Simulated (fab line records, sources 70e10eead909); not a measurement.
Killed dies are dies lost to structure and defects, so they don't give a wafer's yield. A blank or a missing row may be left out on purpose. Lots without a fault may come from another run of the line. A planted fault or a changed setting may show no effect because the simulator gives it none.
fab line records | flow nand_harc
record lots=5 wafers=15 last_day=34
route steps=1302 shown P_ZERO_WELL@29 END@1302
lots that met no fault: from a run of the same line without faults
start_h: hours from the record's first day to the start of the lot's first wafer shown | wait_h: hours since the lot's step before | " the same as in the row above | L1.1+2: a row that stands for several wafers | - no value, or no start given | * or withheld: withheld | < > ~ a bound
route shown NAME@n: a module of which the file shows steps, and the number in the route of the first | usual: mean/standard deviation of fault-free wafers | same: alike in all rows | chamber/n: place in a boat | sites: the reading at each site | _std_site: their standard deviation | _edge_site: outer sites' mean less inner sites' | radius_mm: how far each site lies from the wafer's centre | mask NAME#n: copy n | behind: the tool/chamber that last shaped the wafer | hold: why the lot was held/for how many hours/how that ended | device: the transistor (n, p or np) that didn't switch | end of line: the same wafers' tests at the end of the route | a step without rows: its recipe alone | killed: dies lost to structure and defects at the first sort, not the wafer's yield | map: a wafer's dies, x killed, . not, _ none there
set.NAME: the setting as run; set.NAME@STEP: as run at that earlier step | model.NAME: the simulator's own value behind a step, which no gauge read
lots at some steps of the route; a table a step, a row a wafer
services: from which hour (start_h, from the record's first day; less than 0 if before it) a tool's chamber was out of use, for how many hours, and why
## steps
# step NHARC_P_ZERO_WELL_CD_MEAS_24
# recipe target_cd_nm=720 landing_energy_ev=500
# usual cd_nm=721.7/2
# columns lot.wafer tool chamber start_h wait_h cd_nm
L971.2 cd_sem-01 0 42.61 - 722.6
L971.4 " 0 " " 722.4
L971.6 " 0 " " 721.3
L973.1 cd_sem-01 0 62.66 - 722.1
L973.4 " 0 " " 720.4
L973.6 " 0 " " 720.2
L981.1 cd_sem-03 0 142.62 - 724.4
L981.2 " 0 " " 720.8
L981.4 " 0 " " 716.9
L990.3 cd_sem-01 0 232.46 - 720.3
L990.4 " 0 " " 722.7
L990.6 " 0 " " 722.4
L992.2 cd_sem-02 0 252.58 - 722.3
L992.4 " 0 " " 721.1
L992.6 " 0 " " 724.7
# step NHARC_P_ZERO_WELL_HARDBAKE_25
# recipe temp_c=125 time_s=80
# step NHARC_P_ZERO_WELL_DESCUM_26
# recipe time_s=3 o2_flow_sccm=200 ar_flow_sccm=0 bias_power_w=0 chemistry=O2
# usual drypump_motor_current_A=5.9/0.36 oes_product_au=1.005/0.012 rf_vpp_V=57.8/0.91 showerhead_plenum_p_Torr=1.91/0.095 throttle_valve_pct=11.310/0.0087
# columns lot.wafer tool chamber start_h wait_h drypump_motor_current_A oes_product_au rf_hours_counter_h rf_vpp_V showerhead_plenum_p_Torr throttle_valve_pct
L971.4 rie_diel-10 0 42.78 - 5.6 1.015 43 57.1 1.94 11.299
L971.2 " 1 " " 5.2 0.985 41 58.2 1.98 11.304
L971.6 " 0 " " 5.7 1.014 - 57.2 1.94 11.304
L973.1 rie_diel-05 1 62.84 - 6.1 1.014 0 58.6 2.08 11.298
L973.4 " 2 " " 6.1 0.999 0 57.4 1.83 11.296
L973.6 " 3 " " 5.9 1.029 - 57.7 1.82 11.313
L981.2 rie_diel-10 2 142.78 - 5.7 1.006 21 56.4 1.92 11.295
L981.4 " 0 " " 5.6 1.008 23 57.2 1.93 11.305
L981.1 " 1 " " 5.2 0.979 28 57.7 1.97 11.307
L990.3 rie_diel-11 0 232.63 - 5.6 1.022 38 58.7 2.02 11.319
L990.4 " 1 " " 5.4 1.001 42 57.9 1.77 11.310
L990.6 " 3 " " 6.1 1.020 - 58.3 1.93 11.301
L992.4 rie_diel-05 1 252.75 - 6.1 1.011 3 57.6 2.06 11.303
L992.2 " 3 " " 5.9 1.009 3 57.1 1.80 11.324
L992.6 " 1 " " 6.1 1.000 - 57.0 2.06 11.306
# step NHARC_P_ZERO_WELL_IMPLANT_27
# recipe energy_kev=600 dose_cm2=1e+13 tilt_deg=7
# step NHARC_P_ZERO_WELL_IMPLANT_57
# recipe energy_kev=250 dose_cm2=4e+12 tilt_deg=7
# step NHARC_P_ZERO_WELL_IMPLANT_58
# recipe energy_kev=100 dose_cm2=2e+12 tilt_deg=7
# step NHARC_P_ZERO_WELL_STRIP_28
# recipe time_s=840 temp_c=130 chemistry=SPM
# step NHARC_P_ZERO_WELL_DEHYDRATE_29
# recipe temp_c=150 time_s=120
# step NHARC_P_ZERO_WELL_HMDS_30
# recipe time_s=30
# step NHARC_P_ZERO_WELL_COAT_31
# recipe spin_rpm=withheld
# step NHARC_P_ZERO_WELL_SOFTBAKE_32
# recipe temp_c=122 time_s=95
# step NHARC_P_ZERO_WELL_EBR_33
# step NHARC_P_ZERO_WELL_EXPOSE_34
# recipe na=0.6 target_cd_nm=720 dose_mj=22.31 mask_id=P_PWELL
# columns lot.wafer tool chamber start_h wait_h mask
L971.2+4+6 krf_scanner-02 0 44.12 - P_PWELL#0
L973.1+4+6 krf_scanner-03 0 64.15 - P_PWELL#0
L981.1+2+4 krf_scanner-03 0 143.98 - P_NWELL#0
L990.3+4+6 krf_scanner-02 0 233.83 - P_PWELL#0
L992.2+4+6 krf_scanner-02 0 253.94 - P_PWELL#0
# step NHARC_P_ZERO_WELL_PEB_35
# recipe peb_temp_c=118 peb_time_s=85
# step NHARC_P_ZERO_WELL_DEVELOP_36
# recipe time_s=70
# step NHARC_P_ZERO_WELL_CD_MEAS_37
# recipe target_cd_nm=720 landing_energy_ev=500
# usual cd_nm=720.2/1.9
# columns lot.wafer tool chamber start_h wait_h cd_nm
L971.2 cd_sem-03 0 44.27 - 717.2
L971.4 " 0 " " 718.7
L971.6 " 0 " " 719.9
L973.1 cd_sem-02 0 64.30 - 715.0
L973.4 " 0 " " 716.3
L973.6 " 0 " " 717.3
L981.1 cd_sem-03 0 144.14 - -
L981.2 " 0 " " -
L981.4 " 0 " " -
L990.3 cd_sem-02 0 233.98 - 722.3
L990.4 " 0 " " 719.8
L990.6 " 0 " " 719.7
L992.2 cd_sem-03 0 254.09 - 718.5
L992.4 " 0 " " 717.5
L992.6 " 0 " " 721.2
# step NHARC_P_ZERO_WELL_HARDBAKE_38
# recipe temp_c=125 time_s=80
# step NHARC_END_SORT_01
# recipe temp_c=25
# usual killed_at_array=56/17 killed_at_other=0.9/1.2 killed_at_periphery=3.9/2.5 killed_dies=61/17 killed_open=3.2/1.8 killed_short=2.7/1.7
# same gross_dies=677
# columns lot.wafer tool chamber start_h wait_h killed_at_array killed_at_other killed_at_periphery killed_dies killed_open killed_short
L973.1 prober-02 0 593.71 2.5 78 0 6 84 5 4
L973.4 prober-02 0 596.11 3.4 70 0 3 73 4 4
L973.6 prober-02 0 597.72 4.0 76 0 5 81 5 5
L981.1 prober-02 0 685.12 2.5 55 0 622 677 2 0
L981.2 prober-02 0 685.91 2.8 65 1 611 677 7 1
L981.4 prober-02 0 687.51 3.4 46 0 631 677 1 3
L990.3 prober-01 0 780.32 3.1 38 3 6 47 2 2
L990.4 prober-01 0 781.12 3.4 29 1 3 33 2 2
L990.6 prober-01 0 782.73 4.0 28 7 4 39 2 3
# killed by level:class
L973.1 A_CHANNEL_HOLE_D1:chamber_film_flake=32 A_CHANNEL_HOLE_D2:chamber_film_flake=31 P_ZERO_WELL:chamber_film_flake=4 A_CHANNEL_FILL_D2:geometric_particle:short=2 A_CHANNEL_FILL_D2:chamber_film_flake=2 A_STAIRCASE:chamber_film_flake=2 P_GATE:geometric_particle:open=1 A_DECK1_JOINT:geometric_particle:short=1
L973.4 A_CHANNEL_HOLE_D2:chamber_film_flake=28 A_CHANNEL_HOLE_D1:chamber_film_flake=26 P_BONDPAD:chamber_film_flake=3 A_SLIT:chamber_film_flake=3 A_CHANNEL_FILL_D2:geometric_particle:open=2 A_CONTACT:chamber_film_flake=2 A_CHANNEL_FILL_D1:geometric_particle:short=1 A_CHANNEL_FILL_D1:geometric_particle:open=1
L973.6 A_CHANNEL_HOLE_D1:chamber_film_flake=29 A_CHANNEL_HOLE_D2:chamber_film_flake=25 P_ZERO_WELL:chamber_film_flake=4 A_SLIT:chamber_film_flake=4 A_ONON_D2:geometric_particle:open=3 A_CHANNEL_FILL_D2:chamber_film_flake=3 A_CHANNEL_FILL_D2:geometric_particle:short=2 A_WL_FILL:geometric_particle:short=2
L981.1 P_ZERO_WELL:area_expose=619 A_CHANNEL_HOLE_D1:chamber_film_flake=30 A_CONTACT:chamber_film_flake=10 A_SGD_CUT:chamber_film_flake=8 A_SLIT:chamber_film_flake=3 P_GATE:chamber_film_flake=2 P_M0:geometric_particle:open=1 A_CHANNEL_FILL_D1:geometric_particle:open=1
L981.2 P_ZERO_WELL:area_expose=606 A_CHANNEL_HOLE_D1:chamber_film_flake=39 A_SGD_CUT:chamber_film_flake=7 A_SLIT:chamber_film_flake=5 P_GATE:chamber_film_flake=3 A_CONTACT:chamber_film_flake=3 A_CHANNEL_FILL_D2:geometric_particle:open=2 A_ZERO_WELL:chamber_film_flake=2
L981.4 P_ZERO_WELL:area_expose=622 A_CHANNEL_HOLE_D1:chamber_film_flake=29 A_CONTACT:chamber_film_flake=7 P_GATE:chamber_film_flake=5 A_SGD_CUT:chamber_film_flake=4 A_SGD_CUT:geometric_particle:short=2 P_STI:chamber_film_flake=2 A_SLIT:chamber_film_flake=2
L990.3 A_SLIT:chamber_film_flake=10 A_STAIRCASE:chamber_film_flake=9 A_CONTACT:chamber_film_flake=5 P_ZERO_WELL:chamber_film_flake=3 A_CHANNEL_HOLE_D1:chamber_film_flake=3 A_WL_FILL:chamber_film_flake=3 A_BLC:chamber_film_flake=3 THIN_TSV:chamber_film_flake=3
L990.4 A_SLIT:chamber_film_flake=9 A_STAIRCASE:chamber_film_flake=7 A_CONTACT:chamber_film_flake=5 P_GATE:chamber_film_flake=3 A_WL_FILL:geometric_particle:open=2 A_CHANNEL_HOLE_D1:chamber_film_flake=2 A_BLC:chamber_film_flake=2 A_CHANNEL_HOLE_D2:geometric_particle:short=1
L990.6 A_SLIT:chamber_film_flake=8 A_STAIRCASE:chamber_film_flake=7 THIN_TSV:chamber_film_flake=7 A_CONTACT:chamber_film_flake=6 P_GATE:chamber_film_flake=3 A_WL_FILL:geometric_particle:short=2 A_CHANNEL_HOLE_D2:geometric_particle:short=1 A_WL_FILL:geometric_particle:open=1
# map L981.1 (x killed, . not)
____________x____________
_________xxxxxxx_________
_______xxxxxxxxxxx_______
______xxxxxxxxxxxxx______
_____xxxxxxxxxxxxxxx_____
____xxxxxxxxxxxxxxxxx____
____xxxxxxxxxxxxxxxxx____
___xxxxxxxxxxxxxxxxxxx___
___xxxxxxxxxxxxxxxxxxx___
__xxxxxxxxxxxxxxxxxxxxx__
__xxxxxxxxxxxxxxxxxxxxx__
_xxxxxxxxxxxxxxxxxxxxxxx_
_xxxxxxxxxxxxxxxxxxxxxxx_
_xxxxxxxxxxxxxxxxxxxxxxx_
_xxxxxxxxxxxxxxxxxxxxxxx_
_xxxxxxxxxxxxxxxxxxxxxxx_
xxxxxxxxxxxxxxxxxxxxxxxxx
xxxxxxxxxxxxxxxxxxxxxxxxx
xxxxxxxxxxxxxxxxxxxxxxxxx
xxxxxxxxxxxxxxxxxxxxxxxxx
xxxxxxxxxxxxxxxxxxxxxxxxx
_xxxxxxxxxxxxxxxxxxxxxxx_
_xxxxxxxxxxxxxxxxxxxxxxx_
_xxxxxxxxxxxxxxxxxxxxxxx_
_xxxxxxxxxxxxxxxxxxxxxxx_
_xxxxxxxxxxxxxxxxxxxxxxx_
__xxxxxxxxxxxxxxxxxxxxx__
__xxxxxxxxxxxxxxxxxxxxx__
___xxxxxxxxxxxxxxxxxxx___
___xxxxxxxxxxxxxxxxxxx___
____xxxxxxxxxxxxxxxxx____
____xxxxxxxxxxxxxxxxx____
_____xxxxxxxxxxxxxxx_____
______xxxxxxxxxxxxx______
_______xxxxxxxxxxx_______
_________xxxxxxx_________
____________x____________
# map L973.1 (x killed, . not)
____________.____________
_________......._________
_______..........._______
______x.x..........______
_____x.xxxxx........_____
____xxxxx..x..x.x..x.____
____xxxxxxx..........____
___.xxxxxxx......x....___
___xxxxxxxx...........___
__x.xx.xxx.x.......x...__
__.xxxxx...............__
_.x.xxxxx....x.........._
_.xx.xxx........x......._
_...xx.xx..............._
_............x.........._
_.....x................._
.....................x...
.........................
....x...............x....
.....................x...
.....x...................
_..x..........x......x.._
_x.............x..x....._
_......................._
_...............x......._
_......................._
__.....................__
__.....................__
___...................___
___...................___
____.................____
____.................____
_____..............._____
______.............______
_______..........._______
_________......._________
____________.____________
## services
# columns tool chamber start_h hours kind
rie_diel-10 1 26.63 13.7 repair
rie_diel-05 2 36.42 3.6 repair
rie_diel-11 1 38.98 5.0 repair
rie_diel-05 0 47.12 2.1 repair
krf_scanner-03 - 52.00 4.0 pm
rie_diel-05 - 53.46 9.0 pm
krf_scanner-02 - 59.08 5.9 repair
rie_diel-10 3 59.28 5.1 repair
rie_diel-10 - 65.67 9.0 pm
rie_diel-11 - 66.41 0.3 repair
rie_diel-11 - 78.55 9.0 pm
krf_scanner-02 - 94.00 4.0 pm
krf_scanner-02 - 98.32 1.5 repair
rie_diel-10 - 106.04 0.7 repair
rie_diel-10 2 120.65 10.4 repair
krf_scanner-02 - 137.11 0.3 repair
krf_scanner-02 - 166.60 0.2 repair
rie_diel-10 1 173.21 33.8 repair
krf_scanner-02 - 180.28 1.2 repair
krf_scanner-03 - 224.00 4.0 pm
rie_diel-05 - 231.41 9.0 pm
rie_diel-10 - 242.80 9.0 pm
krf_scanner-03 - 245.66 0.7 repair
krf_scanner-03 - 250.28 3.7 repair
## key
first_sign step=NHARC_P_ZERO_WELL_EXPOSE_34 reading=mask direction=changed
effect step=NHARC_P_ZERO_WELL_CD_MEAS_37 reading=cd_nm direction=missing
effect step=NHARC_END_SORT_01 reading=killed_at_periphery direction=up sigmas=99+ usual=3.9 struck=621.3
more_kills_born_at NHARC_P_ZERO_WELL_EXPOSE_34@krf_scanner-03=1847
met_at NHARC_P_ZERO_WELL_EXPOSE_34
struck_wafers L981.1,L981.2,L981.4
later_rows_left_out L981.1,L981.2,L981.4
tester_left_out L981
onset_between 64.15 143.98
fault kind=wrong_mask tool=any chamber=- onset_h=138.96 steps=NHARC_P_ZERO_WELL_EXPOSE_34 aux_copy=P_NWELL#0 scope=struck_lots_only
# tester_left_out: of these lots the tester's yield and bins aren't shown, on N5 and GAA mostly nor the transistor test; their killed dies are dies lost to structure and defects alone, not to doping, threshold or leakage, so they don't give the yield
# later_rows_left_out: the simulator's readings of these wafers behind a module that went badly wrong aren't trusted and aren't shown, but for the sort
